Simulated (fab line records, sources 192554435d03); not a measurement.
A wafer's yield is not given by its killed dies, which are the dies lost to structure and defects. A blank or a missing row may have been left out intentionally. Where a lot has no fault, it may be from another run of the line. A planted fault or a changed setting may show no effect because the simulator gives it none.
Comparing a struck lot with a sound one -- flow n5Finfet -- 15 out of 1938 route steps
Sound: the wafers L584.1, L584.3, L584.4. Struck: wafer L599.1. (L599.3, L599.5 of the same lot were not struck and are left out.) The cause comes at the end.
Each step with rows lists, per side, the tool, then ch with its chambers, then its first start. Under that, the readings that differ: sound wafers -- struck wafers -- difference of the means -- sigmas: that difference in standard deviations of wafers without a fault.
alike: same words and numbers on both sides, and readings whose means sit less than 2 such deviations apart. not compared: any withheld reading, any reading some wafer has no value for, any bound like >300 that may hide the same value, and any number with overlapping values for which the record gives no deviation.
A row with sigmas, a row that says differs or no value, or rows on one side alone: a step with any of these is where the two part. When numbers do not overlap yet have no deviation, they are printed without sigmas and do not part them. A reading that every wafer of one side lacks parts them only if that side has two wafers or more.

first, 7 steps without rows for these wafers: N5_BEOL_M11_COAT_64 (time 60 s, resist thk 30 nm); N5_BEOL_M11_COAT_22 (resist thk 90 nm); N5_BEOL_M11_EBR_24; N5_BEOL_M11_SOFTBAKE_23 (time 60 s); N5_BEOL_M11_EXPOSE_25 (exposes mask V10); N5_BEOL_M11_PEB_26 (peb time 60 s); N5_BEOL_M11_DEVELOP_27 (develop time 30 s).
N5_BEOL_M11_CD_MEAS_28: target cd 70 nm.
  sound on cdSem-01 ch 0, day 10 18:35; struck on cdSem-03 ch 0, day 15 04:53
  alike: cdNm
N5_BEOL_M11_OVL_MEAS_29:
  sound on overlay-02 ch 0, day 10 18:37; struck on overlay-01 ch 0, day 15 04:55
reading,sound,struck,difference,sigmas
V10_OVL (nm),-0.9 -0.8 -0.5,1.2,+1.9,+3
N5_BEOL_M11_INSPECT_30: inspects for defects (brightfield).
  sound on defectInspect-01, day 10 18:38; struck on defectInspect-02, day 15 04:57
  alike: rawDefectCount
N5_BEOL_M11_DESCUM_33: chemistry O2, time 7.9 s.
  sound on rieDiel-04 ch 2,3, day 10 18:40; struck on rieDiel-02 ch 2, day 15 04:59
reading,sound,struck,difference,sigmas
drypumpMotorCurrentA (A),5.5 5.7 5.5,6.7,+1.1,+2
throttleValvePct (%),20.19 20.48 20.18,20.72,+0.44,+2
  alike: o2FlowSccm, oesProductAu, rfVppV, showerheadPlenumPTorr, tempC
  not compared: rfHoursCounterH
N5_BEOL_M11_ETCH_65: etches SiARC in CF4, target depth 39 nm, time 65 s.
  sound on rieDiel-04 ch 2,3, day 10 18:43; struck on rieDiel-02 ch 2, day 15 05:01
reading,sound,struck,difference,sigmas
drypumpMotorCurrentA (A),5.5 5.7 5.4,6.7,+1.2,+2
throttleValvePct (%),15.18 15.72 15.19,15.99,+0.63,+3
  alike: etchRfOnTimeS, oesProductAu, rfVppV, showerheadPlenumPTorr
  not compared: rfHoursCounterH
N5_BEOL_M11_ETCH_66: etches SOC in N2/H2, target depth 120 nm, overetch 24 nm, time 180 s.
  sound on rieDiel-04 ch 2,3, day 10 18:46; struck on rieDiel-02 ch 2, day 15 05:04
reading,sound,struck,difference,sigmas
drypumpMotorCurrentA (A),5.5 5.7 5.5,6.7,+1.1,+2
runLengthS (s),203.6 203.4 203.5,236.8,+33.3,+85
throttleValvePct (%),17.22 17.82 17.24,18.15,+0.72,+3
model.SiARC_of_BEOL_M11_COAT_64.thkNm (nm),23.2 22.6 23.2,22,-1,
  alike: oesProductAu, rfVppV, showerheadPlenumPTorr, tempC
  not compared: rfHoursCounterH
then, 1 step without rows for these wafers: N5_BEOL_M11_STRIP_69 (strips in N2/H2).
N5_PASSIVATION_PROBE_49:
  rows exist in the record for the struck wafers here (prober-01, day 16 22:41), but not for the sound ones

## WHERE THEY PART
Last at N5_PASSIVATION_PROBE_49 as far as this record goes, first at N5_BEOL_M11_OVL_MEAS_29.

WHY: what had been put in by the simulator
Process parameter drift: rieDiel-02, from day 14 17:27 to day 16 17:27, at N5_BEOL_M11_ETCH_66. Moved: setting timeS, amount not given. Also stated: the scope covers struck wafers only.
